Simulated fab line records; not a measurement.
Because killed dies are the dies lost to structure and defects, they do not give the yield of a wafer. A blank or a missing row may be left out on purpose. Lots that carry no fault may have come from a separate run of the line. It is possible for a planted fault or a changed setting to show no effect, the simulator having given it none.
Which tool was responsible? / flow n5-finfet / at 1 step of a route of 1938, 13 lots with 36 wafers sampled

## WHAT THE GAUGES READ, wafer by wafer
N5_FIN_SAQP_OCD_MEAS_76.
lot=L357; measured=day 2 08:41; on=ocd-01; trench-depth-nm (nm)=123.4 121.3 121.8
lot=L359; measured=day 2 20:38; on=ocd-01; trench-depth-nm (nm)=123.3 122.2 119.0
lot=L360; measured=day 3 01:56; on=ocd-01; trench-depth-nm (nm)=120.9 122.4 123.0
lot=L361; measured=day 3 08:28; on=ocd-02; trench-depth-nm (nm)=118.9 119.9 119.7
lot=L362; measured=day 3 14:13; on=ocd-02; trench-depth-nm (nm)=121.6 117.8 120.2
lot=L363; measured=day 3 19:58; on=ocd-02; trench-depth-nm (nm)=118.1 120.9 121.6
lot=L366; measured=day 4 15:14; on=ocd-01; trench-depth-nm (nm)=123.8 122.8 119.8
lot=L368; measured=day 5 02:40; on=ocd-02; trench-depth-nm (nm)=121.4 122.6
lot=L369; measured=day 5 11:11; on=ocd-01; trench-depth-nm (nm)=121.9 118.6 122.6
lot=L374; measured=day 6 16:26; on=ocd-01; trench-depth-nm (nm)=121.9 118.5
lot=L375; measured=day 6 21:43; on=ocd-02; trench-depth-nm (nm)=119.8 121.9
lot=L378; measured=day 7 13:36; on=ocd-01; trench-depth-nm (nm)=120.3 122.8 118.1
lot=L379; measured=day 7 19:59; on=ocd-01; trench-depth-nm (nm)=118.7 121.7 118.4

## EACH LOT AND THE TOOL THAT RAN IT (in order: tool; ch and the chambers of the sampled wafers; start)
The record shows no process step preceding these readings.

## AS READ BY THE TOOLS THEMSELVES (means over the sampled wafers that have a number; for cases with no such wafer, the mark the record gives instead)
The record holds no such reading with a usual standard deviation.

## THE ANSWER, worked out from the rows above alone
Rule: what is usual is taken from the lots themselves. The widest of any qualifying gaps counts: lots, ordered by their means at a reading, are off when they make up no more than a third of the lots, leave a main group of 4 or more, and stand apart from it by 3 or more times the standard deviation of that group's means. A main group whose means are all the same, to the digits that the tables above print for the reading, isn't used. A lot without any number at a reading at which 4 lots or more have one is off too. Where the step has rows for the other lots, those lots are counted as sound. First the gauges in route order, then the tools' own readings, where a lot's mean is used as printed above. The first step at which some lot is off is used, and at that step the reading that is off furthest; a lot without a number counts as furthest.
No lot is off on any of the readings shown, so nothing can be concluded from this.

## WHAT WAS PUT IN BY THE SIMULATOR
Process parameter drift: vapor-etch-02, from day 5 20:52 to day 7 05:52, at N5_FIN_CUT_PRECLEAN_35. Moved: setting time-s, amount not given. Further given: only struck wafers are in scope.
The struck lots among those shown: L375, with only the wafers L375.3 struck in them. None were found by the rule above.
